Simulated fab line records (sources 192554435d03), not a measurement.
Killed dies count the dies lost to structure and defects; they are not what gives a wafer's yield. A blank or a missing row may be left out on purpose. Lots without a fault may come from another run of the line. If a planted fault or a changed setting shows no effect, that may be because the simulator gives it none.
Split-lot experiment | flow n5 finfet | route with 1938 steps; 7 lots, 39 wafers read

## THE SPLIT ITSELF
At N5_FIN_SAQP_PECVD_06 (deposits a-Si from SiH4/He, target thk 60 nm, time 48.1 s), the setting time s was moved away from the recipe's 48.1 s on 15 of the 39 wafers read, by -39.6% to +54.3%. This setting was run at the recipe's value on the other wafers.

## FROM THE SPLIT TO THE READING: what the file shows between them, 5 steps
- N5_FIN_SAQP_THK_MEAS_07
- N5_FIN_SAQP_HM_DEP_72: deposits SiO2 from SiH4/N2O, target thk 12 nm, time 7.2 s
- N5_FIN_SAQP_COAT_49: time 60 s, resist thk 100 nm
- N5_FIN_SAQP_HM_OPEN_73: chemistry CHF3/O2, target SiO2, stops on a-Si, target depth 12 nm, time 16.8 s
- N5_FIN_SAQP_STRIP_74: strips in CHF3/O2

## THE READING
oes product au, in a.u., at N5_FIN_SAQP_MANDREL_ETCH_22 (etches a-Si in HBr/Cl2, stops on SiNx, target depth 60 nm, bt time 10 s, time 30 s). Typical for fault-free wafers on this fab line: 0.771 a.u., with standard deviation 0.01 a.u.

wafer  | tool, chamber at the split | time s as run, s | against the recipe | oes product au, a.u. | against lot-mates on the recipe
L075.1 | pecvd-02, 1                | 29.07            | -39.6%             | 0.587                | -0.178
L075.2 | pecvd-02, 0                | 29.07            | -39.6%             | 0.573                | -0.192
L075.3 | pecvd-02, 1                | 29.07            | -39.6%             | 0.578                | -0.187
L075.4 | pecvd-02, 0                | 48.1             | recipe             | 0.755                | -
L075.5 | pecvd-02, 1                | 48.1             | recipe             | 0.780                | -
L075.6 | pecvd-02, 0                | 48.1             | recipe             | 0.759                | -
L076.1 | pecvd-03, 1                | 48.1             | recipe             | 0.784                | -
L076.2 | pecvd-03, 0                | 39.36            | -18.2%             | 0.693                | -0.093
L076.3 | pecvd-03, 1                | 39.36            | -18.2%             | 0.696                | -0.090
L076.4 | pecvd-03, 0                | 39.36            | -18.2%             | 0.687                | -0.099
L076.5 | pecvd-03, 1                | 48.1             | recipe             | 0.789                | -
L076.6 | pecvd-03, 0                | 48.1             | recipe             | 0.786                | -
L077.1 | pecvd-03, 1                | 48.1             | recipe             | 0.759                | -
L077.2 | pecvd-03, 2                | 48.1             | recipe             | 0.752                | -
L077.3 | pecvd-03, 0                | 74.24            | +54.3%             | 0.996                | +0.236
L077.4 | pecvd-03, 0                | 74.24            | +54.3%             | 1.009                | +0.249
L077.5 | pecvd-03, 2                | 74.24            | +54.3%             | 0.998                | +0.238
L077.6 | pecvd-03, 1                | 48.1             | recipe             | 0.768                | -
L078.1 | pecvd-03, 0                | 48.1             | recipe             | 0.774                | -
L078.2 | pecvd-03, 1                | 48.1             | recipe             | 0.776                | -
L078.3 | pecvd-03, 2                | 48.1             | recipe             | 0.777                | -
L078.4 | pecvd-03, 0                | 48.1             | recipe             | 0.774                | -
L078.5 | pecvd-03, 1                | 48.1             | recipe             | 0.774                | -
L078.6 | pecvd-03, 2                | 48.1             | recipe             | 0.779                | -
L093.2 | pecvd-02, 2                | 48.1             | recipe             | 0.767                | -
L093.4 | pecvd-02, 2                | 48.1             | recipe             | 0.781                | -
L093.5 | pecvd-02, 2                | 48.1             | recipe             | 0.768                | -
L094.1 | pecvd-02, 0                | 69.6             | +44.7%             | 0.995                | +0.222
L094.2 | pecvd-02, 2                | 48.1             | recipe             | 0.772                | -
L094.3 | pecvd-02, 2                | 48.1             | recipe             | 0.768                | -
L094.4 | pecvd-02, 0                | 69.6             | +44.7%             | 0.978                | +0.205
L094.5 | pecvd-02, 0                | 69.6             | +44.7%             | 0.996                | +0.223
L094.6 | pecvd-02, 2                | 48.1             | recipe             | 0.779                | -
L097.1 | pecvd-03, 2                | 48.1             | recipe             | 0.771                | -
L097.2 | pecvd-03, 0                | 48.1             | recipe             | 0.765                | -
L097.3 | pecvd-03, 1                | 65.88            | +37.0%             | 0.941                | +0.175
L097.4 | pecvd-03, 0                | 65.88            | +37.0%             | 0.945                | +0.179
L097.5 | pecvd-03, 2                | 65.88            | +37.0%             | 0.951                | +0.185
L097.6 | pecvd-03, 1                | 48.1             | recipe             | 0.761                | -

FIT RESULTS
A straight line over all 39 wafers: oes product au changes by +0.0046 a.u. for each +1% of time s; r = +1.00; the points scatter about the line by 0.011 a.u.
The same after taking each lot's own level away (the mean of its wafers on the recipe; 39 wafers): +0.00469 a.u. for each +1%; r = +1.00; scatter 0.0079 a.u.
On that fit, the largest move of time s shifts the reading by 0.26 a.u.
From 0.7597 to 0.7863 a.u.: that is the span of the lots' own levels, equal to 2.7 times the standard deviation above.
Consequently the slope shifts little with the lot-to-lot level, the two slopes agreeing.
Check: with one of the wafers moved furthest among these (+54.3%) left out of the fit, the line predicts +0.257 a.u. for it against its lot-mates. Against them it came out at +0.236 a.u.

## FURTHER SPLITS ON THESE WAFERS
Note: prior to the reading, these wafers also went through further splits. Each is held against what the fit with the lots' levels taken away leaves over:
other split on the same wafers          | wafers away from the commonest value | r with oes product au (lot level and that fit taken away)
N5_ZERO_LAYER_DEVELOP_10 develop time s | 12                                   | -0.15

## THE WHOLE CHAIN: every reading that the file lists as answering this split, in the file's order
step                        | what it does                                                                       | reading                                                                           | change (the file's fit)                   | r (the file's)
N5_FIN_SAQP_PECVD_06        | deposits a-Si from SiH4/He, target thk 60 nm, time 48.1 s                          | a-Si_of_FIN_SAQP_PECVD_06.thk nm (the simulator's own value, which no gauge read) | +0.614 nm for each +1% of the setting     | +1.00
N5_FIN_SAQP_THK_MEAS_07     |                                                                                    | thk nm                                                                            | withheld for each +1% of the setting      | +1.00
N5_FIN_SAQP_MANDREL_ETCH_22 | etches a-Si in HBr/Cl2, stops on SiNx, target depth 60 nm, bt time 10 s, time 30 s | oes product au                                                                    | +0.00469 a.u. for each +1% of the setting | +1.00
N5_FIN_SAQP_MANDREL_ETCH_22 | etches a-Si in HBr/Cl2, stops on SiNx, target depth 60 nm, bt time 10 s, time 30 s | etch.depth nm (the simulator's own value, which no gauge read)                    | +0.601 nm for each +1% of the setting     | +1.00

## THE FILE'S OWN FIT
oes product au changes by +0.00469 a.u. for each +1% of time s, r = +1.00.
